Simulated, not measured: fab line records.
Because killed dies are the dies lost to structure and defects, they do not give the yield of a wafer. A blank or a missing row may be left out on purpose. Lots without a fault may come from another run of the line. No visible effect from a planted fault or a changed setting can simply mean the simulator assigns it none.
Lot-split experiment :: flow n5Finfet :: route with 1938 steps; 7 lots, 21 wafers read

== ON THE SPLIT ==
At N5_DUMMY_GATE_PECVD_30 (deposits SiO2 from TEOS/O2, target thk 55 nm, time 10.8 s), the setting timeS was moved away from the recipe's 10.8 s on 8 of the 21 wafers read, by -10.1% to +11.6%. The other wafers ran this setting at the recipe's value.

== FROM THE SPLIT TO THE READING: what the file shows between them, 5 steps ==
- N5_DUMMY_GATE_COAT_34: time 60 s, resist thk 60 nm
- N5_DUMMY_GATE_COAT_35: time 60 s, resist thk 10 nm
- N5_DUMMY_GATE_ETCH_31: etches SiO2 in C4F6/O2, target depth 82.5 nm, time 27.5 s
- N5_DUMMY_GATE_STRIP_41: strips in O2
- N5_DUMMY_GATE_HM_OPEN_21: chemistry CH3F/O2, target SiNx, target depth 120 nm, time 171.4 s

== THE READING ==
SiO2_of_DUMMY_GATE_PECVD_30.thkNm (the simulator's own value, which no gauge read), in nm, at N5_DUMMY_GATE_ETCH_32 (etches SiO2 in CF4, target depth 3.5 nm, time 3.9 s). The file gives no usual value for it. Here, 13 wafers ran the recipe; their average is 41.5 nm with a standard deviation of 0.94 nm.

wafer: L079.2
tool, chamber at the split: pecvd-01, 0
timeS as run, s: 10.8
against the recipe: recipe
SiO2_of_DUMMY_GATE_PECVD_30.thkNm, nm: 40.2
against lot-mates on the recipe: -

wafer: L079.5
tool, chamber at the split: pecvd-01, 1
timeS as run, s: 10.8
against the recipe: recipe
SiO2_of_DUMMY_GATE_PECVD_30.thkNm, nm: 42.4
against lot-mates on the recipe: -

wafer: L079.6
tool, chamber at the split: pecvd-01, 2
timeS as run, s: 12.05
against the recipe: +11.6%
SiO2_of_DUMMY_GATE_PECVD_30.thkNm, nm: 49.4
against lot-mates on the recipe: +8.1

wafer: L081.1
tool, chamber at the split: pecvd-01, 1
timeS as run, s: 10.8
against the recipe: recipe
SiO2_of_DUMMY_GATE_PECVD_30.thkNm, nm: 40.4
against lot-mates on the recipe: -

wafer: L081.3
tool, chamber at the split: pecvd-01, 2
timeS as run, s: 10.8
against the recipe: recipe
SiO2_of_DUMMY_GATE_PECVD_30.thkNm, nm: 41.2
against lot-mates on the recipe: -

wafer: L081.5
tool, chamber at the split: pecvd-01, 2
timeS as run, s: 10.8
against the recipe: recipe
SiO2_of_DUMMY_GATE_PECVD_30.thkNm, nm: 41.4
against lot-mates on the recipe: -

wafer: L083.1
tool, chamber at the split: pecvd-02, 0
timeS as run, s: 10.18
against the recipe: -5.7%
SiO2_of_DUMMY_GATE_PECVD_30.thkNm, nm: 37
against lot-mates on the recipe: -4.6

wafer: L083.3
tool, chamber at the split: pecvd-02, 2
timeS as run, s: 10.8
against the recipe: recipe
SiO2_of_DUMMY_GATE_PECVD_30.thkNm, nm: 41.6
against lot-mates on the recipe: -

wafer: L083.4
tool, chamber at the split: pecvd-02, 1
timeS as run, s: 10.18
against the recipe: -5.7%
SiO2_of_DUMMY_GATE_PECVD_30.thkNm, nm: 40
against lot-mates on the recipe: -1.6

wafer: L084.2
tool, chamber at the split: pecvd-02, 1
timeS as run, s: 10.8
against the recipe: recipe
SiO2_of_DUMMY_GATE_PECVD_30.thkNm, nm: 42.4
against lot-mates on the recipe: -

wafer: L084.5
tool, chamber at the split: pecvd-02, 0
timeS as run, s: 10.8
against the recipe: recipe
SiO2_of_DUMMY_GATE_PECVD_30.thkNm, nm: 41.4
against lot-mates on the recipe: -

wafer: L084.6
tool, chamber at the split: pecvd-02, 2
timeS as run, s: 10.8
against the recipe: recipe
SiO2_of_DUMMY_GATE_PECVD_30.thkNm, nm: 43.2
against lot-mates on the recipe: -

wafer: L091.2
tool, chamber at the split: pecvd-04, 2
timeS as run, s: 10.8
against the recipe: recipe
SiO2_of_DUMMY_GATE_PECVD_30.thkNm, nm: 41.2
against lot-mates on the recipe: -

wafer: L091.4
tool, chamber at the split: pecvd-04, 1
timeS as run, s: 11.7
against the recipe: +8.3%
SiO2_of_DUMMY_GATE_PECVD_30.thkNm, nm: 45.8
against lot-mates on the recipe: +4.6

wafer: L091.6
tool, chamber at the split: pecvd-04, 1
timeS as run, s: 11.7
against the recipe: +8.3%
SiO2_of_DUMMY_GATE_PECVD_30.thkNm, nm: 45.8
against lot-mates on the recipe: +4.6

wafer: L094.1
tool, chamber at the split: pecvd-01, 1
timeS as run, s: 10.04
against the recipe: -7.0%
SiO2_of_DUMMY_GATE_PECVD_30.thkNm, nm: 39
against lot-mates on the recipe: -1.8

wafer: L094.2
tool, chamber at the split: pecvd-01, 0
timeS as run, s: 10.8
against the recipe: recipe
SiO2_of_DUMMY_GATE_PECVD_30.thkNm, nm: 40.8
against lot-mates on the recipe: -

wafer: L094.3
tool, chamber at the split: pecvd-01, 2
timeS as run, s: 10.04
against the recipe: -7.0%
SiO2_of_DUMMY_GATE_PECVD_30.thkNm, nm: 38.2
against lot-mates on the recipe: -2.6

wafer: L095.1
tool, chamber at the split: pecvd-04, 0
timeS as run, s: 10.8
against the recipe: recipe
SiO2_of_DUMMY_GATE_PECVD_30.thkNm, nm: 40.2
against lot-mates on the recipe: -

wafer: L095.2
tool, chamber at the split: pecvd-04, 2
timeS as run, s: 9.712
against the recipe: -10.1%
SiO2_of_DUMMY_GATE_PECVD_30.thkNm, nm: 36.2
against lot-mates on the recipe: -5.3

wafer: L095.3
tool, chamber at the split: pecvd-04, 2
timeS as run, s: 10.8
against the recipe: recipe
SiO2_of_DUMMY_GATE_PECVD_30.thkNm, nm: 42.8
against lot-mates on the recipe: -

FIT RESULTS
A straight line over all 21 wafers: SiO2_of_DUMMY_GATE_PECVD_30.thkNm changes by +0.543 nm for each +1% of timeS; r = +0.94; the points scatter about the line by 1 nm.
The same after taking each lot's own level away (the mean of its wafers on the recipe; 21 wafers): +0.542 nm for each +1%; r = +0.94; scatter 1 nm.
The reading moves by 6.3 nm for the largest change in timeS, on that fit.
Across the lots, their own levels run from 40.80 to 42.33 nm, a range of 1.6 times the standard deviation given above.
Hence the lot-to-lot level has little effect on the slope; both slopes agree.
Check: +5.82 nm against its lot-mates is what the line predicts for one of the wafers moved furthest among these (+11.6%) when that wafer is left out of the fit. It came out at +8.1 nm against them.

== ADDITIONAL SPLITS CARRIED BY THESE WAFERS ==
Before the reading, these wafers also passed through other splits. Each is held against what the fit with the lots' levels taken away leaves over:
other split on the same wafers: N5_FIN_SAQP_EXPOSE_13 doseMj
wafers away from the commonest value: 8
r with SiO2_of_DUMMY_GATE_PECVD_30.thkNm (lot level and that fit taken away): +0.06

== THE WHOLE CHAIN: every reading that the file lists as answering this split, in the file's order ==
step: N5_DUMMY_GATE_PECVD_30
what it does: deposits SiO2 from TEOS/O2, target thk 55 nm, time 10.8 s
reading: SiO2_of_DUMMY_GATE_PECVD_30.thkNm (the simulator's own value, which no gauge read)
change (the file's fit): +0.525 nm for each +1% of the setting
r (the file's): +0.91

step: N5_DUMMY_GATE_HM_OPEN_21
what it does: chemistry CH3F/O2, target SiNx, target depth 120 nm, time 171.4 s
reading: SiO2_of_DUMMY_GATE_PECVD_30.thkNm (the simulator's own value, which no gauge read)
change (the file's fit): +0.572 nm for each +1% of the setting
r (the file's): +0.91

step: N5_DUMMY_GATE_ETCH_32
what it does: etches SiO2 in CF4, target depth 3.5 nm, time 3.9 s
reading: SiO2_of_DUMMY_GATE_PECVD_30.thkNm (the simulator's own value, which no gauge read)
change (the file's fit): +0.565 nm for each +1% of the setting
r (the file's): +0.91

== THE FILE'S OWN FIT ==
SiO2_of_DUMMY_GATE_PECVD_30.thkNm changes by +0.565 nm for each +1% of timeS, r = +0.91.
